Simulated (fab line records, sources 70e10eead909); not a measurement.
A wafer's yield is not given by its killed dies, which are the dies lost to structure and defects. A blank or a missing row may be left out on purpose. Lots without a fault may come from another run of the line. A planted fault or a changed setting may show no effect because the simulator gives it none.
Comparing a struck lot with a sound one / flow nandHarc / 40 out of 1159 route steps
Sound: wafers L334.1, L334.2, L334.3. Struck: wafer L344.3 (left out: L344.5, L344.6 of the same lot, which were not struck); the cause appears at the end.
Each step with rows lists, per side, the tool, then ch with its chambers, then its first start. Under that, the readings that differ: sound wafers / struck wafers / difference of the means / sigmas: that difference in standard deviations of wafers without a fault.
alike: readings whose means differ by less than 2 such deviations, and words and numbers that are the same on both sides. not compared: withheld readings, readings that some wafer has no value for, bounds like >300 that may hide the same value, and numbers for which the record gives no deviation and whose values overlap.
The two part at a step that has a row with sigmas, a row that says differs or no value, or rows on one side only. Non-overlapping numbers with no deviation appear without sigmas and do not part them. A reading that every wafer of one side lacks parts them only if that side has two wafers or more.

NHARC_A_BONDPAD_OVL_MEAS_35:
  struck on overlay-02, day 20 19:29; sound on overlay-01, day 18 17:32
  alike: overlayXNm, overlayYNm
then, 1 step without rows for these wafers: NHARC_A_BONDPAD_HARDBAKE_10 (time 65 s).
NHARC_A_BONDPAD_DESCUM_11: chemistry O2, time 3 s.
  sound on rieDiel-03 ch 0,1,2, day 18 17:40; struck on rieDiel-03 ch 2, day 20 19:37
reading=rfHoursCounterH (h); sound=1 1 1; struck=3; difference=+2; sigmas=
  alike: drypumpMotorCurrentA, oesProductAu, rfVppV, showerheadPlenumPTorr, throttleValvePct
NHARC_A_BONDPAD_ETCH_34: etches the open film in N2/H2, target depth 60 nm, overetch 18 nm, time 65.91 s.
  sound on rieDiel-03 ch 1,2,3, day 18 17:45; struck on rieDiel-03 ch 1, day 20 19:42
reading=rfHoursCounterH (h); sound=1 1 1; struck=3; difference=+2; sigmas=
reading=throttleValvePct (%); sound=14.176 14.158 14.171; struck=14.148; difference=-0.020; sigmas=-2
  alike: drypumpMotorCurrentA, oesProductAu, rfVppV, showerheadPlenumPTorr
NHARC_A_BONDPAD_ETCH_12: etches the open film in CHF3/O2, target depth 220 nm, time 110 s.
  sound: rieDiel-03 ch 1,2,3; struck: rieDiel-03 ch 1
reading=rfHoursCounterH (h); sound=1 1 1; struck=3; difference=+2; sigmas=
  alike: drypumpMotorCurrentA, oesProductAu, rfVppV, showerheadPlenumPTorr, throttleValvePct
NHARC_A_BONDPAD_CD_MEAS_13:
  struck on cdSem-03, day 20 19:55; sound on cdSem-02, day 18 18:28
  alike: cdNm
then, 3 steps without rows for these wafers: NHARC_A_BONDPAD_STRIP_15 (strips in O2); NHARC_A_BONDPAD_ETCH_24 (etches the open film in CF4/N2, target depth 30 nm, time 72.99 s); NHARC_A_BONDPAD_STRIP_16 (strips in post etch residue remover, time 600 s).
NHARC_A_BONDPAD_DEGAS_25: time 60 s.
  struck on pvdSputter-02, day 20 20:33; sound on pvdSputter-03, day 18 19:13
  alike: heaterPowerW
then, 1 step without rows for these wafers: NHARC_A_BONDPAD_PRE_CLEAN_26 (time 30 s).
NHARC_A_BONDPAD_PVD_17: deposits TaN, target thk 5 nm, time 8.06 s.
  sound on pvdSputter-03; struck on pvdSputter-02
  alike: cathodeDcPowerW, throttleValvePct
NHARC_A_BONDPAD_PVD_27: deposits Cu, target thk 30 nm, time 20.49 s.
  struck on pvdSputter-02, day 20 20:48; sound on pvdSputter-03, day 18 19:26
reading=cathodeDcPowerW (W); sound=4998.2 4999.0 5001.5; struck=5001.6; difference=+2.0; sigmas=+2
  alike: throttleValvePct
then, 4 steps without rows for these wafers: NHARC_A_BONDPAD_ECD_18 (material Cu, target thk 400 nm); NHARC_A_BONDPAD_ANNEAL_28 (time 90 s); NHARC_A_BONDPAD_CMP_19 (polishes, t overpolish 30 s, cu recess touch 16 s, target thk 169.8 nm); NHARC_A_BONDPAD_SRD_21 (time 30 s, dry time 20 s).
NHARC_A_BONDPAD_INSPECT_23:
  struck on defectInspect-01, day 20 22:11; sound on defectInspect-01, day 18 20:51
  alike: rawDefectCount
then, 5 steps without rows for these wafers: NHARC_HYBRID_BOND_ACTIVATE_00 (chemistry N2, time 60 s); NHARC_HYBRID_BOND_PRECLEAN_01 (cleans in DIW, time 300 s); NHARC_HYBRID_BOND_SRD_02 (time 30 s, dry time 20 s); NHARC_HYBRID_BOND_BOND_03; NHARC_HYBRID_BOND_ANNEAL_04 (time 7200 s).
NHARC_HYBRID_BOND_OVL_MEAS_05:
  rows exist in the record for the sound wafers here (overlay-01, day 19 06:45), none for the struck ones
NHARC_HYBRID_BOND_INSPECT_06: inspects for defects (ir void).
  rows exist in the record for the sound wafers here (defectInspect-02, day 19 06:48), none for the struck ones
then, 2 steps without rows for these wafers: NHARC_THIN_TSV_GRIND_00; NHARC_THIN_TSV_CMP_01 (polishes).
NHARC_THIN_TSV_THK_MEAS_02: measures by ir.
  rows exist in the record for the sound wafers here (filmMetro-01, day 19 08:27), none for the struck ones
then, 11 steps without rows for these wafers: NHARC_THIN_TSV_SRD_03; NHARC_THIN_TSV_PRECLEAN_41 (cleans in SC1); NHARC_THIN_TSV_SRD_42; NHARC_THIN_TSV_DEP_43 (deposits SiO2, target thk 1328.5 nm); NHARC_THIN_TSV_DEHYDRATE_04 (time 120 s); NHARC_THIN_TSV_HMDS_05 (time 30 s); NHARC_THIN_TSV_COAT_06; NHARC_THIN_TSV_SOFTBAKE_07 (time 95 s); NHARC_THIN_TSV_EBR_08; NHARC_THIN_TSV_EXPOSE_09 (exposes mask TSV); NHARC_THIN_TSV_PEB_10 (peb time 85 s).
NHARC_END_SORT_01:
  sound on prober-01 ch 0, day 20 01:09; struck on prober-02 ch 0, day 22 05:13
reading=hold; sound=- - -; struck=awaitDispo/1.5h/release; difference=no value on the sound wafers; sigmas=
reading=defectLimitedYield (%); sound=95.6 97.8 97.0; struck=0; difference=-97; sigmas=-65
reading=killedAtArray; sound=25 13 17; struck=671; difference=+653; sigmas=+65
reading=killedDies; sound=30 15 20; struck=677; difference=+655; sigmas=+66
reading=sort_bin_2_pct (%); sound=1.5 0.4 1.2; struck=95.9; difference=+94.9; sigmas=+99 or more
reading=sort_bin_4_pct (%); sound=2.5 1.6 1.8; struck=4.0; difference=+2.0; sigmas=+2
reading=sortNPass; sound=647 662 657; struck=0; difference=-655; sigmas=-66
reading=sortRimYieldPct (%); sound=98.1 97.2 94.3; struck=0; difference=-97; sigmas=-32
reading=sortYieldPct (%); sound=95.6 97.8 97.0; struck=0; difference=-97; sigmas=-65
  alike: killedAtOther, killedAtPeriphery, killedOpen, killedShort, sort_bin_3_pct

## WHERE THEY PART
Last at NHARC_END_SORT_01 as far as this record goes, first at NHARC_A_BONDPAD_ETCH_34.

WHY: what had been put in by the simulator
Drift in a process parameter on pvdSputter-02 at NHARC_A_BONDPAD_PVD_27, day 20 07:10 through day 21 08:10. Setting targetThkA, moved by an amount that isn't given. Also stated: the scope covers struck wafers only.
